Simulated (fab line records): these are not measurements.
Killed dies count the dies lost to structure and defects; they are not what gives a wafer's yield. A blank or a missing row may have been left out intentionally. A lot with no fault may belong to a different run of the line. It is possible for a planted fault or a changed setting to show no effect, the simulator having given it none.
A struck lot beside a sound one -- flow nandHarc -- 15 out of 1159 route steps
Sound: these wafers, L718.4, L718.5, L718.6. Wafers struck: L734.1, L734.5, L734.6. The cause is given at the end.
Per side, at each step with rows, come the tool, then ch with its chambers, and then its first start. Under that, the readings that differ: sound wafers -- struck wafers -- difference of the means -- sigmas: that difference in standard deviations of wafers without a fault.
alike: a reading whose means differ by less than 2 such deviations, as well as words and numbers matching on both sides. not compared: withheld readings; readings where some wafer has no value; bounds like >300 that might hide an equal value; numbers whose values overlap and for which the record gives no deviation.
The two part at a step that has a row with sigmas, a row that says differs or no value, or rows on one side only. Non-overlapping numbers with no deviation appear without sigmas and do not part them. A reading missing from all wafers of one side parts the sides only when that side holds two or more wafers.

first, 1 step without rows for these wafers: NHARC_A_CHANNEL_HOLE_D1_STRIP_43 (strips in O2/COS).
NHARC_A_CHANNEL_HOLE_D1_ETCH_44: etches the open film in CF4/O2, target depth 140 nm, overetch 14 nm, time 77 s.
  sound on rieDiel-07 ch 0,1, day 9 19:57; struck on rieDiel-09 ch 0,1, day 14 08:50
  alike: drypumpMotorCurrentA, o2FlowSccm, oesProductAu, rfVppV, showerheadPlenumPTorr, throttleValvePct
  not compared: rfHoursCounterH
then, 3 steps without rows for these wafers: NHARC_A_CHANNEL_HOLE_D1_STRIP_27 (strips in O2); NHARC_A_CHANNEL_HOLE_D1_PRECLEAN_28 (cleans in SC1); NHARC_A_CHANNEL_HOLE_D1_SRD_29.
NHARC_A_CHANNEL_HOLE_D1_CD_MEAS_30:
  struck on cdSem-01, day 14 09:37; sound on cdSem-02, day 9 20:47
  alike: cdNm
NHARC_A_CHANNEL_HOLE_D1_XSEM_31:
  sound on xsem-01 ch 0, day 9 20:52; struck on xsem-01 ch 0, day 14 09:43
  alike: botCdNm, bowNm, tiltDeg
NHARC_A_CHANNEL_HOLE_D1_INSPECT_40:
  struck on defectInspect-01, day 14 09:49; sound on defectInspect-01, day 9 20:58
  alike: rawDefectCount
then, 2 steps without rows for these wafers: NHARC_A_CHANNEL_FILL_D1_PRECLEAN_00 (cleans in SC1); NHARC_A_CHANNEL_FILL_D1_SRD_01.
NHARC_A_CHANNEL_FILL_D1_ALD_02: deposits SiO2, target thk 6 nm, pulse time 10 s, ald cycles 60.
  sound on aldHk-01 ch 0,1,3, day 9 21:22; struck on aldHk-03 ch 0,1,2, day 14 10:09
  alike: aldCycles, heaterPowerW, precursorPulseHeightRel
NHARC_A_CHANNEL_FILL_D1_ALD_03: deposits SiNx, target thk 6 nm, pulse time 60 s, ald cycles 58.
  sound: aldSinBatch-02 ch 0; struck: aldSinBatch-02 ch 0
  alike: aldCycles, precursorPulseHeightRel
NHARC_A_CHANNEL_FILL_D1_ALD_14: deposits SiO2, target thk 2.5 nm, pulse time 10 s, ald cycles 25.
  sound on aldHk-04 ch 0,3, day 10 04:52; struck on aldHk-03 ch 0,2,3, day 14 20:32
reading,sound,struck,difference,sigmas
aldCycles,25 25 25,22 22 22,-3,
  alike: heaterPowerW, precursorPulseHeightRel
NHARC_A_CHANNEL_FILL_D1_ALD_15: deposits SiNx, target thk 2 nm, pulse time 60 s, ald cycles 19.
  sound: aldSinBatch-01 ch 0; struck: aldSinBatch-01 ch 0
  alike: aldCycles, precursorPulseHeightRel
NHARC_END_SORT_01:
  the record has rows for the sound wafers here (prober-01 ch 0, day 20 17:03) and none for the struck ones

## WHERE THEY PART
At NHARC_END_SORT_01 and nowhere else, as far as this record goes.

WHY: whatever the simulator had introduced
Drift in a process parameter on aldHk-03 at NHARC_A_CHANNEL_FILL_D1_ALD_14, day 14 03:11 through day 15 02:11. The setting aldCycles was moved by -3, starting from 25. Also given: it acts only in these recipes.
